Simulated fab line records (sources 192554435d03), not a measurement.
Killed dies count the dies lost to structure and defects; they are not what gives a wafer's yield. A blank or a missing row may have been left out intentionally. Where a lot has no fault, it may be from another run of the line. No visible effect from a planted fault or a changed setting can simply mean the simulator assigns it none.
Matching of chambers ; flow n5_finfet ; 4 sister chambers for N5_MOL_CONTACT_COAG_ETCH_89 on rie_diel-01
The step etches underlayer in N2/H2, target depth 13 nm, time 10.4 s. 8 wafers are shown with their chamber, then 8 later ones without.

## WAFERS PAIRED WITH THEIR CHAMBERS
wafer;chamber;showerhead_plenum_p_Torr (Torr);drypump_motor_current_A (A)
L075.1;3;2.55;5.8
L079.4;1;2.64;6.5
L081.5;0;2.41;6.2
L081.6;2;2.65;5.7
L089.1;0;2.41;6.3
L089.5;3;2.53;5.7
L089.6;2;2.64;5.7
L091.1;1;2.63;6.6

## WAFERS MISSING THEIR CHAMBER
wafer;showerhead_plenum_p_Torr (Torr);drypump_motor_current_A (A)
L091.2;2.64;5.7
L091.4;2.53;5.8
L092.1;2.64;5.7
L092.2;2.63;6.5
L092.3;2.64;5.7
L097.2;2.53;5.8
L097.3;2.72;6.3
L097.5;2.72;6.2

## WHICH CHAMBER EACH WENT THROUGH
wafer;from the rows above;in truth
L091.2;2;2
L091.4;3;3
L092.1;2;2
L092.2;1;1
L092.3;2;2
L097.2;3;3
L097.3;1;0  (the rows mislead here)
L097.5;can't be placed: 1 or 2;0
Correctly placed: 6 of 8. From these rows, 1 cannot be placed; in 0 the true chamber is one of the candidates. Number placed wrongly: 1.
How it was worked out, from the rows above alone: a wafer's distance from a chamber is the root of the sum, over the readings, of the square of ((its reading less the chamber's mean) divided by the reading's scatter). If the next closest chamber is less than 2 further off than the closest, the wafer can't be placed; otherwise it belongs to the closest. For every chamber, the mean is computed from those of its wafers that are shown. The scatter: take each reading less its chamber's mean, square it, sum over the shown wafers, divide by the number of wafers less the number of chambers, and take the root.
